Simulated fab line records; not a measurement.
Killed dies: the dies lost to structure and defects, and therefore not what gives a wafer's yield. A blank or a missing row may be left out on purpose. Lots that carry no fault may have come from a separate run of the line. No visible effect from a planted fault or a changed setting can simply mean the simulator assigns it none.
fab line records | flow n5-finfet
[record] lots = 14 wafers = 42 last-day = 17
route steps=1938 shown ZERO_LAYER@13 WELL_APT@41 PMOS_HMC_CHANNEL_EPI@68
lots that met no fault: taken from a fault-free run of the same line
start-h: the number of hours between the record's first day and the start of the first shown wafer of the lot | wait-h: time in hours since the lot's previous step | " identical to the entry in the row above | L1.1+2: one row covering several wafers at once | - no value, or no start was given | * or withheld: withheld | < > ~ a bound
route shown NAME@n: a module of which the file shows steps, and the number in the route of the first | usual: mean and standard deviation over wafers with no fault | same: alike in all rows | chamber/n: place in a boat | sites: readings site by site | _std_site: the values' standard deviation | _edge_site: outer sites' mean less inner sites' | radius-mm: for every site, how far away it sits from the centre of the wafer | mask NAME#n: copy n | behind: tool/chamber where the wafer was last shaped | hold: cause of the lot's hold/its duration in hours/its outcome | device: whichever transistor did not switch (one of n, p or np) | end of line: tests run on the same wafers once the route is complete | a step with no rows: only its recipe | killed: dies that structure and defects cost at the first sort, which is not the same as the wafer's yield | map: a wafer's dies, x killed, . not, _ none there
set.NAME: the setting the step ran with; set.NAME@STEP: the setting that earlier step ran with | model.NAME: the simulator's own value behind a step, which no gauge read
a sample of lots followed through the steps of the route, with each step as a table and each wafer as a row
services: when a tool's chamber went out of use (start-h, in hours from the record's first day, below 0 if earlier), for how many hours, and the reason
[[steps]]
[step N5_ZERO_LAYER_CD_MEAS_11]
[recipe] target-cd-nm = 2000 landing-energy-ev = 500 detector = se-inlens
[usual] cd-nm = 1999.2/2.1
[same] landing-energy-ev = 500
// columns lot.wafer tool chamber start-h wait-h cd-nm
L807.2 cd-sem-02 0 12.64 - 1999.7
L807.4 " 0 " " 1995.9
L807.6 " 0 " " 1997.9
L809.3 cd-sem-02 0 24.83 - 2001.4
L809.5 " 0 " " 2000.4
L809.6 " 0 " " 1998.6
L810.2 cd-sem-03 0 30.77 - 1999.5
L810.4 " 0 " " 2001.0
L810.5 " 0 " " 1999.7
L811.1 cd-sem-01 0 36.64 - 1997.8
L811.3 " 0 " " 1996.0
L811.4 " 0 " " 1999.5
L812.1 cd-sem-03 0 42.79 - 1998.4
L812.3 " 0 " " 2000.7
L812.4 " 0 " " 1999.8
L814.3 cd-sem-01 0 54.65 - 1999.0
L814.5 " 0 " " 2001.4
L814.6 " 0 " " 2000.0
L815.4 cd-sem-02 0 60.65 - 2001.6
L815.5 " 0 " " 2004.2
L815.6 " 0 " " 1999.9
L816.4 cd-sem-02 0 66.77 - 1999.7
L816.5 " 0 " " 2001.3
L816.6 " 0 " " 2004.9
L818.2 cd-sem-01 0 78.77 - 1993.5
L818.3 " 0 " " 1995.9
L818.5 " 0 " " 1996.8
L819.1 cd-sem-01 0 84.64 - 1998.9
L819.3 " 0 " " 1999.6
L819.5 " 0 " " 1999.3
L820.1 cd-sem-03 0 90.64 - 2000.2
L820.3 " 0 " " 1998.4
L820.6 " 0 " " 1999.5
L826.2 cd-sem-02 0 126.83 - 2000.3
L826.3 " 0 " " 1996.7
L826.5 " 0 " " 2000.1
L827.1 cd-sem-01 0 132.64 - 1999.1
L827.5 " 0 " " 1997.7
L827.6 " 0 " " 1995.6
L828.1 cd-sem-01 0 138.77 - 2002.0
L828.4 " 0 " " 1997.5
L828.5 " 0 " " 2000.1
[step N5_WELL_APT_DEVELOP_24]
[recipe] develop-time-s = 45 rinse-liquid = surfactant-rinse dry = air-spin dev-temp-c = 21
[usual] chill-plate-temp-C = 23.00/0.11 develop-time-s = 45/0
// columns lot.wafer tool chamber start-h wait-h chill-plate-temp-C develop-time-s
L807.2 litho-track-04 0 14.58 - 22.90 45
L807.4 " 0 " " 23.04 45
L807.6 " 0 " " 22.98 45
L809.3 litho-track-04 0 26.76 - 23.10 45
L809.5 " 0 " " 23.04 45
L809.6 " 0 " " 22.80 45
L810.2 litho-track-04 0 32.70 - 23.09 45
L810.4 " 0 " " 22.90 45
L810.5 " 0 " " 23.15 45
L811.1 litho-track-04 0 38.69 - 22.89 45
L811.3 " 0 " " 23.01 45
L811.4 " 0 " " 23.04 45
L812.1 litho-track-03 0 44.97 - 23.08 45
L812.3 " 0 " " 23.04 45
L812.4 " 0 " " 23.24 45
L814.3 litho-track-01 0 56.59 - 23.11 45
L814.5 " 0 " " 23.03 45
L814.6 " 0 " " 23.16 45
L815.4 litho-track-04 0 62.83 - 23.01 45
L815.5 " 0 " " 22.95 45
L815.6 " 0 " " 22.99 45
L816.4 litho-track-01 0 68.96 - 23.00 45
L816.5 " 0 " " 23.09 45
L816.6 " 0 " " 23.02 45
L818.2 litho-track-04 0 80.94 - 23.01 45
L818.3 " 0 " " 22.94 45
L818.5 " 0 " " 23.05 45
L819.1 litho-track-04 0 86.69 - 23.14 45
L819.3 " 0 " " 23.16 45
L819.5 " 0 " " 23.12 45
L820.1 litho-track-03 0 92.79 - 23.15 45
L820.3 " 0 " " 23.12 45
L820.6 " 0 " " 23.07 45
L826.2 litho-track-04 0 129.63 - 22.99 45
L826.3 " 0 " " 22.85 45
L826.5 " 0 " " 22.85 45
L827.1 litho-track-03 - 135.16 - - -
L827.5 " - " " - -
L827.6 " - " " - -
L828.1 litho-track-01 - 140.84 - - -
L828.4 " - " " - -
L828.5 " - " " - -
[step N5_WELL_APT_CD_MEAS_25]
[recipe] target-cd-nm = 200 landing-energy-ev = 500 detector = se-inlens
[usual] cd-nm = 200.7/1.8
[same] landing-energy-ev = 500
// columns lot.wafer tool chamber start-h wait-h cd-nm
L807.2 cd-sem-02 0 14.69 - 201.2
L807.4 " 0 " " 198.6
L807.6 " 0 " " 202.7
L809.3 cd-sem-03 0 26.87 - 203.1
L809.5 " 0 " " 200.5
L809.6 " 0 " " 204.2
L810.2 cd-sem-03 0 32.82 - 203.4
L810.4 " 0 " " 198.5
L810.5 " 0 " " 202.6
L811.1 cd-sem-02 0 38.80 - 202.9
L811.3 " 0 " " 203.4
L811.4 " 0 " " 200.3
L812.1 cd-sem-03 0 45.08 - 199.7
L812.3 " 0 " " 199.0
L812.4 " 0 " " 201.6
L814.3 cd-sem-03 0 56.70 - 199.6
L814.5 " 0 " " 199.4
L814.6 " 0 " " 200.1
L815.4 cd-sem-03 0 62.94 - 199.9
L815.5 " 0 " " 203.0
L815.6 " 0 " " 201.5
L816.4 cd-sem-02 0 69.07 - 198.6
L816.5 " 0 " " 200.5
L816.6 " 0 " " 198.4
L818.2 cd-sem-01 0 81.05 - 200.4
L818.3 " 0 " " 202.0
L818.5 " 0 " " 198.0
L819.1 cd-sem-03 0 86.80 - 199.5
L819.3 " 0 " " 202.0
L819.5 " 0 " " 201.4
L820.1 cd-sem-03 0 92.90 - 202.3
L820.3 " 0 " " 201.7
L820.6 " 0 " " 205.2
L826.2 cd-sem-03 0 129.74 - 202.5
L826.3 " 0 " " 200.7
L826.5 " 0 " " 202.8
L827.1 cd-sem-03 0 135.27 - -
L827.5 " 0 " " -
L827.6 " 0 " " -
L828.1 cd-sem-03 0 140.95 - -
L828.4 " 0 " " -
L828.5 " 0 " " -
[step N5_WELL_APT_EPI_41]
[recipe] material = Si target-thk-a = 500 temp-c = 650 precursor = SiH4/H2 pressure-torr = 20 time-s = 297.7
[usual] throttle-valve-pct = 11.34/0.26
// columns lot.wafer tool chamber start-h wait-h throttle-valve-pct
L807.2 epi-rpcvd-04 0 15.89 0.1 11.50
L807.4 " 0 " " 11.60
L807.6 " 0 " " 11.47
L809.3 epi-rpcvd-02 0 29.27 0.3 11.04
L809.5 " 0 " " 10.46
L809.6 " 0 " " 10.72
L810.2 epi-rpcvd-03 0 34.12 0.2 11.16
L810.4 " 0 " " 11.14
L810.5 " 0 " " 11.29
L811.1 epi-rpcvd-03 0 40.32 0.2 11.59
L811.3 " 0 " " 11.53
L811.4 " 0 " " 11.73
L812.1 epi-rpcvd-04 0 46.73 0.0 11.60
L812.3 " 0 " " 11.38
L812.4 " 0 " " 11.41
L814.3 epi-rpcvd-03 0 59.04 0.3 11.74
L814.5 " 0 " " 11.31
L814.6 " 0 " " 10.96
L815.4 epi-rpcvd-04 0 64.60 0.4 11.37
L815.5 " 0 " " 11.14
L815.6 " 0 " " 11.34
L816.4 epi-rpcvd-04 0 70.64 0.3 11.29
L816.5 " 0 " " 11.19
L816.6 " 0 " " 11.46
L818.2 epi-rpcvd-04 0 82.49 0.1 11.53
L818.3 " 0 " " 11.23
L818.5 " 0 " " 11.44
L819.1 epi-rpcvd-03 0 88.14 0.0 11.30
L819.3 " 0 " " 11.34
L819.5 " 0 " " 11.67
L820.1 epi-rpcvd-03 0 94.21 0.0 11.59
L820.3 " 0 " " 11.31
L820.6 " 0 " " 11.54
L826.2 epi-rpcvd-03 0 131.16 0.1 11.46
L826.3 " 0 " " 11.48
L826.5 " 0 " " 11.25
L827.1 epi-rpcvd-04 0 136.38 0.0 11.41
L827.5 " 0 " " 11.49
L827.6 " 0 " " 11.54
L828.1 epi-rpcvd-04 0 142.23 0.0 11.53
L828.4 " 0 " " 11.22
L828.5 " 0 " " 11.33
[step N5_PMOS_HMC_CHANNEL_EPI_DESCUM_14]
[recipe] chemistry = O2 time-s = 7.9 source-power-w = 50 bias-power-w = 20 pressure-mtorr = 20 rf-frequency-hz = 2.712e+07 temp-c = 40 resist = CAR-ArF-block o2-flow-sccm = 225
[usual] drypump-motor-current-A = 5.7/0.37 oes-product-au = 0.77/0.069 rf-vpp-V = 243.1/1.3 showerhead-plenum-p-Torr = 2.08/0.07 throttle-valve-pct = 20.40/0.23
// columns lot.wafer tool chamber start-h wait-h drypump-motor-current-A oes-product-au rf-hours-counter-h rf-vpp-V showerhead-plenum-p-Torr throttle-valve-pct
L807.2 rie-diel-04 0 16.99 0.0 5.5 0.75 168 243.2 1.99 20.43
L807.4 " 1 " " 5.2 0.72 - 244.4 2.18 20.59
L807.6 " 0 " " 5.5 0.74 - 243.0 1.99 20.44
L809.3 rie-diel-04 1 30.25 0.0 5.2 0.71 190 243.6 2.18 20.58
L809.5 " 1 " " 5.2 0.71 - 243.7 2.18 20.59
L809.6 " 0 " " 5.5 0.74 - 243.1 1.99 20.45
L810.2 rie-diel-03 0 35.60 0.1 5.9 0.94 11 242.5 2.04 20.04
L810.4 " 2 " " 6.0 0.80 125 241.5 2.01 20.41
L810.5 " 0 " " 5.9 0.95 - 242.7 2.04 20.03
L811.1 rie-diel-02 2 42.31 0.0 5.9 0.80 97 243.7 2.11 20.57
L811.3 " 0 " " 5.7 0.69 211 243.9 2.16 20.54
L811.4 " 3 " " 4.9 0.76 166 241.3 2.01 20.86
L812.1 rie-diel-04 0 47.77 0.0 5.5 0.72 178 243.1 1.98 20.46
L812.3 " 1 " " 5.2 0.70 196 245.9 2.17 20.59
L812.4 " 0 " " 5.5 0.74 - 240.9 1.98 20.46
L814.3 rie-diel-03 1 60.14 0.0 5.7 0.81 106 243.2 2.10 20.11
L814.5 " 2 " " 6.0 0.79 - 241.5 2.01 20.41
L814.6 " 3 " " 5.5 0.74 - 243.0 2.18 20.38
L815.4 rie-diel-04 2 65.44 0.0 5.8 0.76 127 244.5 2.08 20.20
L815.5 " 1 " " 5.2 0.70 - 243.7 2.17 20.58
L815.6 " 0 " " 5.5 0.73 - 241.7 1.98 20.47
L816.4 rie-diel-02 0 71.52 0.0 5.7 0.68 - 243.5 2.15 20.54
L816.5 " 1 " " 6.3 0.69 - 242.6 2.04 20.23
L816.6 " 2 " " 5.9 0.79 - 244.0 2.11 20.58
L818.2 rie-diel-02 0 83.44 0.0 5.7 0.67 224 243.9 2.15 20.53
L818.3 " 1 " " 6.3 0.69 218 242.2 2.04 20.24
L818.5 " 0 " " 5.7 0.68 - 244.8 2.15 20.55
L819.1 rie-diel-02 1 89.74 0.3 6.4 0.70 220 242.7 2.04 20.26
L819.3 " 2 " " 5.9 0.80 111 243.0 2.11 20.57
L819.5 " 2 " " 5.8 0.80 - 242.4 2.11 20.60
L820.1 rie-diel-03 3 95.25 0.0 5.5 0.73 159 245.2 2.18 20.38
L820.3 " 1 " " 5.7 0.80 117 242.7 2.10 20.11
L820.6 " 1 " " 5.7 0.79 - 244.5 2.10 20.11
L826.2 rie-diel-03 0 132.25 0.0 5.9 0.87 38 241.6 2.03 20.08
L826.3 " 2 " " 6.0 0.78 153 241.1 2.00 20.44
L826.5 " 0 " " 5.9 0.88 - 242.0 2.03 20.07
[[services]]
// columns tool chamber start-h hours kind
rie-diel-04 3 8.39 26.6 repair
epi-rpcvd-04 - 23.03 18.9 pm
rie-diel-03 0 42.38 4.6 repair
rie-diel-04 2 43.58 6.8 repair
rie-diel-04 1 57.30 7.8 repair
epi-rpcvd-02 - 63.94 1.9 repair
rie-diel-02 3 67.77 16.2 repair
epi-rpcvd-04 - 69.74 0.2 repair
rie-diel-04 3 116.29 12.9 repair
epi-rpcvd-03 - 123.86 6.0 pm
epi-rpcvd-02 - 136.96 1.3 repair
[[key]]
[first-sign] step = N5_WELL_APT_DEVELOP_24 reading = tool-record direction = missing
[effect] step = N5_WELL_APT_CD_MEAS_25 reading = cd-nm direction = missing
met-at N5_WELL_APT_DEVELOP_24
struck-lots L827,L828
later-rows-left-out L827.1,L827.5,L827.6,L828.1,L828.4,L828.5
sort-left-out L827.1,L827.5,L827.6,L828.1,L828.4,L828.5
not-acting-at N5_ZERO_LAYER_CD_MEAS_11,N5_WELL_APT_EPI_41,N5_PMOS_HMC_CHANNEL_EPI_DESCUM_14
onset-between 92.79 135.16
[fault] kind = skipped-step-whole tool = litho-track-01,litho-track-03 chamber = - onset-h = 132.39 steps = N5_WELL_APT_DEVELOP_24 scope = struck-lots-only
// sort-left-out: the simulated sort isn't trusted on such a fault, so these wafers' sort isn't shown, and their yield isn't known
// later-rows-left-out: the simulator's readings of these wafers behind a module that went badly wrong aren't trusted and aren't shown, but for the sort
